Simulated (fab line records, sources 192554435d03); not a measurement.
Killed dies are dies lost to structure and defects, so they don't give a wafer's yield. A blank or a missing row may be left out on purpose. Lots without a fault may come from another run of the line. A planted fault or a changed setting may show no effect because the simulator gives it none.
Chamber matching | flow n5_finfet | N5_BEOL_M3_ETCH_77 on rie_diel-01: 4 sister chambers
The step etches underlayer in N2/H2, target depth 6.5 nm, time 5.2 s. 8 wafers are shown with their chamber, then 8 later ones without.

WAFERS WITH THEIR CHAMBER
wafer  | chamber | throttle_valve_pct (%) | drypump_motor_current_A (A)
L079.1 | 1       | 17.49                  | 5.9
L079.6 | 0       | 17.60                  | 6.1
L087.1 | 1       | 17.55                  | 5.8
L087.3 | 3       | 17.93                  | 6.7
L093.1 | 3       | 17.95                  | 6.7
L093.2 | 2       | 18.03                  | 6.0
L093.4 | 0       | 17.65                  | 6.1
L094.1 | 2       | 18.05                  | 6.1

WAFERS WITHOUT THEIR CHAMBER
wafer  | throttle_valve_pct (%) | drypump_motor_current_A (A)
L094.2 | 17.67                  | 6.1
L094.4 | 17.95                  | 6.7
L095.2 | 18.07                  | 6.1
L095.3 | 17.53                  | 5.9
L095.4 | 17.67                  | 6.1
L096.3 | 17.69                  | 6.1
L096.5 | 17.94                  | 6.6
L096.6 | 17.69                  | 6.1

WHICH CHAMBER EACH WENT THROUGH
wafer  | from the rows above | in truth
L094.2 | 0                   | 0
L094.4 | 3                   | 3
L095.2 | 2                   | 2
L095.3 | 1                   | 1
L095.4 | 0                   | 0
L096.3 | 0                   | 0
L096.5 | 3                   | 3
L096.6 | 0                   | 0
Placed correctly: 8 of 8. Can't be placed from these rows: 0. Placed wrongly: 0.
How it was worked out, from the rows above alone: a wafer's distance from a chamber is the root of the sum, over the readings, of the square of ((its reading less the chamber's mean) divided by the reading's scatter). The wafer belongs to the nearest chamber; if the next one is less than 2 further off, it can't be placed. A chamber's mean is the mean of its shown wafers. The scatter: the root of (the sum of the squares of (reading less its chamber's mean) over the shown wafers, divided by (wafers less chambers)).
